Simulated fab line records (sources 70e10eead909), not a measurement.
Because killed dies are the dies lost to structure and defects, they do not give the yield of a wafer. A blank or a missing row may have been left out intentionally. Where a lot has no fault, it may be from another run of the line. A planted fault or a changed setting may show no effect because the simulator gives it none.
Tool commonality check | flow nandHarc | 12 lots, 36 wafers sampled

== THE REASON FOR OPENING IT ==
Flagged at NHARC_A_CONTACT_CD_MEAS_08: reading cdNm, on 4 of 12 lots. Wafers without a fault read 200.1 nm, standard deviation 0.54.
Rule: a lot gets a flag if all its wafers with a number sit over 4 standard deviations from that mean, or if no wafer of it has a number. The rest of the lots are taken to be sound.

lot  | measured     | on       | cdNm (nm), wafer by wafer | flag
L981 | day 22 15:49 | cdSem-02 | 200.1 199.7 200.3         | 
L980 | day 22 16:52 | cdSem-03 | 199.6 200.0 199.8         | 
L983 | day 24 00:20 | cdSem-03 | 205.0 204.2 204.6         | FLAGGED
L985 | day 24 19:18 | cdSem-02 | 204.4 204.3 204.4         | FLAGGED
L986 | day 25 21:13 | cdSem-03 | 203.7 202.9 202.9         | FLAGGED
L989 | day 25 21:43 | cdSem-01 | 202.5 203.0 203.3         | FLAGGED
L992 | day 27 06:45 | cdSem-01 | 200.1 199.6 199.5         | 
L997 | day 28 08:13 | cdSem-01 | 200.2 200.6 200.3         | 
L996 | day 28 13:13 | cdSem-03 | 200.6 200.2 200.2         | 
L998 | day 29 11:22 | cdSem-02 | 201.0 200.6 200.8         | 
L101 | day 30 11:19 | cdSem-01 | 200.0 200.0 200.4         | 
L103 | day 31 16:44 | cdSem-03 | 200.9 200.6 200.7         | 
The mean of the flagged lots' numbers is 203.8 nm, +3.7 nm from the usual (+7 standard deviations).

== TOOL THAT RAN EACH LOT ==
Before the reading, the record contains 3 process steps out of a 1302-step route. Each cell gives the tool, then ch followed by the chambers the sampled wafers passed through, then the start.
lot  | flag    | NHARC_A_CONTACT_DEP_84       | NHARC_A_CONTACT_DEP_85          | NHARC_A_CONTACT_EXPOSE_05
L981 |         | aclDep-02 ch 0, day 22 13:30 | pecvd-02 ch 0,1, day 22 15:14   | arfiScanner-02 ch 0, day 22 15:40
L980 |         | aclDep-01 ch 0, day 22 14:37 | pecvd-01 ch 0,2, day 22 16:04   | arfiScanner-01 ch 0, day 22 16:44
L983 | FLAGGED | aclDep-02 ch 0, day 23 21:59 | pecvd-02 ch 0,2, day 23 23:44   | arfiScanner-02 ch 0, day 24 00:12
L985 | FLAGGED | aclDep-02 ch 0, day 24 16:58 | pecvd-02 ch 0,1,2, day 24 18:43 | arfiScanner-02 ch 0, day 24 19:10
L986 | FLAGGED | aclDep-02 ch 0, day 25 19:19 | pecvd-03 ch 0,1, day 25 20:29   | arfiScanner-02 ch 0, day 25 21:05
L989 | FLAGGED | aclDep-03 ch 0, day 25 19:25 | pecvd-01 ch 0,2, day 25 21:08   | arfiScanner-02 ch 0, day 25 21:34
L992 |         | aclDep-03 ch 0, day 27 04:17 | pecvd-03 ch 0,1,2, day 27 06:04 | arfiScanner-01 ch 0, day 27 06:37
L997 |         | aclDep-03 ch 0, day 28 05:51 | pecvd-01 ch 0,1, day 28 07:37   | arfiScanner-03 ch 0, day 28 08:05
L996 |         | aclDep-02 ch 0, day 28 10:55 | pecvd-01 ch 0,2, day 28 12:39   | arfiScanner-03 ch 0, day 28 13:05
L998 |         | aclDep-01 ch 0, day 29 08:47 | pecvd-02 ch 0,1, day 29 10:34   | arfiScanner-03 ch 0, day 29 11:14
L101 |         | aclDep-01 ch 0, day 30 09:31 | pecvd-01 ch 0,1, day 30 10:46   | arfiScanner-03 ch 0, day 30 11:10
L103 |         | aclDep-02 ch 0, day 31 14:17 | pecvd-02 ch 0,1,2, day 31 16:01 | arfiScanner-03 ch 0, day 31 16:36
What the steps here do:
- NHARC_A_CONTACT_DEP_84: deposits aC, target thk 2800 nm.
- NHARC_A_CONTACT_DEP_85: deposits SiON, target thk 60 nm.
- NHARC_A_CONTACT_EXPOSE_05: exposes mask A CC.
- NHARC_A_CONTACT_CD_MEAS_08: target cd 200 nm.

== FLAGGED AGAINST TOTAL, ONE TOOL AT A TIME (gauges that did the reading follow at the end) ==
step                       | tool           | lots run | flagged | share of the flagged lots | sound lots run after its first flagged lot
NHARC_A_CONTACT_DEP_84     | aclDep-01      | 3        | 0       | none                      | -
NHARC_A_CONTACT_DEP_84     | aclDep-02      | 6        | 3       | some                      | 2 (L996,L103)
NHARC_A_CONTACT_DEP_84     | aclDep-03      | 3        | 1       | some                      | 2 (L992,L997)
NHARC_A_CONTACT_DEP_85     | pecvd-01       | 5        | 1       | some                      | 3 (L997,L996,L101)
NHARC_A_CONTACT_DEP_85     | pecvd-02       | 5        | 2       | some                      | 2 (L998,L103)
NHARC_A_CONTACT_DEP_85     | pecvd-03       | 2        | 1       | some                      | 1 (L992)
NHARC_A_CONTACT_EXPOSE_05  | arfiScanner-01 | 2        | 0       | none                      | -
NHARC_A_CONTACT_EXPOSE_05  | arfiScanner-02 | 5        | 4       | all                       | 0
NHARC_A_CONTACT_EXPOSE_05  | arfiScanner-03 | 5        | 0       | none                      | -
NHARC_A_CONTACT_CD_MEAS_08 | cdSem-01       | 4        | 1       | some                      | 3 (L992,L997,L101)
NHARC_A_CONTACT_CD_MEAS_08 | cdSem-02       | 3        | 1       | some                      | 1 (L998)
NHARC_A_CONTACT_CD_MEAS_08 | cdSem-03       | 5        | 2       | some                      | 2 (L996,L103)

== THE TABLE: WHAT IT ALLOWS ==
In the table, 1 row covers all flagged lots: arfiScanner-02 at NHARC_A_CONTACT_EXPOSE_05.
- arfiScanner-02 at NHARC_A_CONTACT_EXPOSE_05: 4 of its 5 lots flagged. Last sound lot L981 at day 22 15:40, first flagged lot L983 at day 24 00:12; a fault beginning in between fits. Its own readings (exposureDoseMJCm2) fall more than 4 standard deviations out on all wafers of the flagged lots.
What remains is a single tool, arfiScanner-02 at NHARC_A_CONTACT_EXPOSE_05.

== WHAT HAD BEEN PUT IN BY THE SIMULATOR ==
Process parameters drifting: arfiScanner-02 at NHARC_A_CONTACT_EXPOSE_05, beginning at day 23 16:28. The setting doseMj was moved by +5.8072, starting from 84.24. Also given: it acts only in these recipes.
Lots struck among those shown: L983, L985, L986, L989. The rule above reached the same finding.
